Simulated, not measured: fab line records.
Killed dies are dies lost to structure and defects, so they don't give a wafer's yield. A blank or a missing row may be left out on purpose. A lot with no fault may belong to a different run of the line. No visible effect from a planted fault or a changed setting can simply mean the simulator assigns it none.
3 desks looking at one fault -- flow n5_finfet -- every desk sees just its own numbers, and what lay behind them comes last

## FOR THE TOOL OWNER'S DESK: litho_track-01
The tool's own readings at N5_BEOL_M8_COAT_64 (time 60 s, resist thk 12 nm): means of the sampled wafers that have a number, for each lot that ran on this tool. A lot is out of limits, marked OUT, if its mean lies more than 4 standard deviations from the usual mean; the brackets give that distance.
Columns: A = spin_speed_rpm at N5_BEOL_M8_COAT_64, usual 1500.0 rpm
lot,first seen here,A
L988,day 9 18:58,1500.4
L991,day 10 15:29,1498.7
L995,day 11 13:46,1500.1
L997,day 12 19:58,1499.7
L998,day 12 20:31,1456.7 (-44) OUT
L100,day 13 04:53,1456.3 (-45) OUT
This desk's finding: out of limits on L100, L998; first on L998, day 12 20:31 (spin_speed_rpm at N5_BEOL_M8_COAT_64). L988, L991, L995, L997: within limits.

## THE DEFECT DESK
Inspection counts along the route, by lot: the mean over sampled wafers that carry a number. A lot is out of limits, marked OUT, if its mean lies more than 4 standard deviations from the usual mean; the brackets give that distance.
Columns: A = raw_defect_count at N5_BEOL_M8_INSPECT_30, usual 404
lot,first seen here,A
L986,day 9 13:41,417
L988,day 9 19:19,418
L987,day 9 21:25,470
L991,day 10 15:58,534
L990,day 10 16:01,402
L992,day 10 20:02,348
L993,day 11 09:52,373
L995,day 11 14:07,324
L997,day 12 20:26,351
L998,day 12 20:52,298
L100,day 13 05:14,438
L108,day 15 16:54,297
This desk's finding: nothing out of limits on any of the 12 lots.

## THE METROLOGY DESK
What the gauges read, lot by lot, whatever tool the lot ran on: means of the sampled wafers that have a number. A lot is out of limits, marked OUT, if its mean lies more than 4 standard deviations from the usual mean; the brackets give that distance.
Columns: A = cd_nm at N5_BEOL_M8_CD_MEAS_18, usual 40.2 nm
lot,first seen here,A
L986,day 9 13:11,40.0
L988,day 9 18:55,40.1
L987,day 9 19:53,40.7
L990,day 10 11:25,40.2
L991,day 10 11:49,40.0
L992,day 10 17:26,39.8
L993,day 11 08:33,40.7
L995,day 11 12:10,40.1
L997,day 12 16:52,40.7
L998,day 12 17:08,40.4
L100,day 13 04:47,40.7
L108,day 15 15:19,40.7
This desk's finding: nothing out of limits on any of the 12 lots.

## BROUGHT TOGETHER
An alarm could have come from the tool owner's desk at day 12 20:31, on L100, L998.
Nothing out of limits was seen by the defect desk.
At the metrology desk, nothing out of limits was observed.
The defect desk has L100, L998 on record, within its limits.
The metrology desk has L100, L998 on record, within its limits.
All the named lots went through N5_BEOL_M8_COAT_64 on litho_track-01.

## WHAT THE SIMULATOR HAD INSERTED
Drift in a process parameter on litho_track-01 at N5_BEOL_M8_COAT_64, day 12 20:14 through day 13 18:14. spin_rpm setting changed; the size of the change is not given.
Shown lots that were struck: L100, L998.
How many hours passed from the start of the fault until each desk's first out-of-limits reading: the tool owner's desk, 0.
